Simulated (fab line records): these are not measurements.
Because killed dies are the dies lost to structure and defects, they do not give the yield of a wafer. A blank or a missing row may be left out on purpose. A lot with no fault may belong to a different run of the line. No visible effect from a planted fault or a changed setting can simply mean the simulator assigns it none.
Which tool did it? / flow nand_harc / 6 lots, 18 wafers sampled, at 3 steps of a route of 1302

== WHAT THE GAUGES SHOWED, per wafer ==
NHARC_A_ONON_D1_THK_MEAS_34: measures by ellipsometry.
lot=L400; measured=day 8 17:42; on=film_metro-01; thk_nm (nm)=195.9 199.9 196.9
lot=L403; measured=day 10 14:46; on=film_metro-02; thk_nm (nm)=198.9 202.4 202.7
lot=L406; measured=day 11 12:52; on=film_metro-02; thk_nm (nm)=199.7 199.7 200.9
lot=L410; measured=day 13 02:43; on=film_metro-01; thk_nm (nm)=217.0 217.2 220.2
lot=L418; measured=day 16 15:56; on=film_metro-01; thk_nm (nm)=198.9 205.7 201.5
lot=L420; measured=day 17 11:53; on=film_metro-02; thk_nm (nm)=195.7 194.9 199.7

== WHICH TOOL RAN EACH LOT (tool, then ch and the chambers of the sampled wafers, then the start) ==
lot=L400; NHARC_A_ZERO_WELL_ETCH_19=rie_diel-12 ch 2,3, day 7 09:46; NHARC_A_ONON_D1_DEP_33=pecvd-01 ch 0,2, day 8 17:17
lot=L403; NHARC_A_ZERO_WELL_ETCH_19=rie_diel-01 ch 0,2, day 9 03:56; NHARC_A_ONON_D1_DEP_33=pecvd-01 ch 0,1,2, day 10 14:23
lot=L406; NHARC_A_ZERO_WELL_ETCH_19=rie_diel-12 ch 0,1, day 10 01:39; NHARC_A_ONON_D1_DEP_33=pecvd-02 ch 0,1,2, day 11 12:27
lot=L410; NHARC_A_ZERO_WELL_ETCH_19=rie_diel-12 ch 0,1,2, day 11 15:43; NHARC_A_ONON_D1_DEP_33=pecvd-02 ch 0,2, day 13 02:21
lot=L418; NHARC_A_ZERO_WELL_ETCH_19=rie_diel-12 ch 1,2,3, day 15 02:17; NHARC_A_ONON_D1_DEP_33=pecvd-02 ch 1,2, day 16 15:34
lot=L420; NHARC_A_ZERO_WELL_ETCH_19=rie_diel-01 ch 0,3, day 15 21:22; NHARC_A_ONON_D1_DEP_33=pecvd-03 ch 0,1, day 17 11:28
- NHARC_A_ZERO_WELL_ETCH_19: etches the open film in N2/H2, target depth 80 nm, overetch 24 nm, time 87.88 s.
- NHARC_A_ONON_D1_DEP_33: deposits SiO2, target thk 200 nm.

== THE ANSWER, worked out from the rows above alone ==
Rule: usual is defined by the lots themselves. Put in order of their means at a reading, lots are off if they are a third of the lots or fewer, leave a main group of 4 or more, and stand apart from it by a gap of 3 or more times the standard deviation of the main group's means; of several such gaps the widest counts. If all means in a main group match to the digits the tables above print for the reading, that group is not used. A lot without any number at a reading at which 4 lots or more have one is off too. All remaining lots with rows at the step are treated as sound.
Off: L410 (NHARC_A_ONON_D1_THK_MEAS_34, thk_nm). Main group: mean 199.6 nm, sd 2.1.
A tool fits if, at a process step before that reading, it ran every lot that is off, and no sound lot after the first of them. Gauges at NHARC_A_ONON_D1_THK_MEAS_34: tried the same way as those tools. None of those tried fits.

== WHAT WAS PUT IN BY THE SIMULATOR ==
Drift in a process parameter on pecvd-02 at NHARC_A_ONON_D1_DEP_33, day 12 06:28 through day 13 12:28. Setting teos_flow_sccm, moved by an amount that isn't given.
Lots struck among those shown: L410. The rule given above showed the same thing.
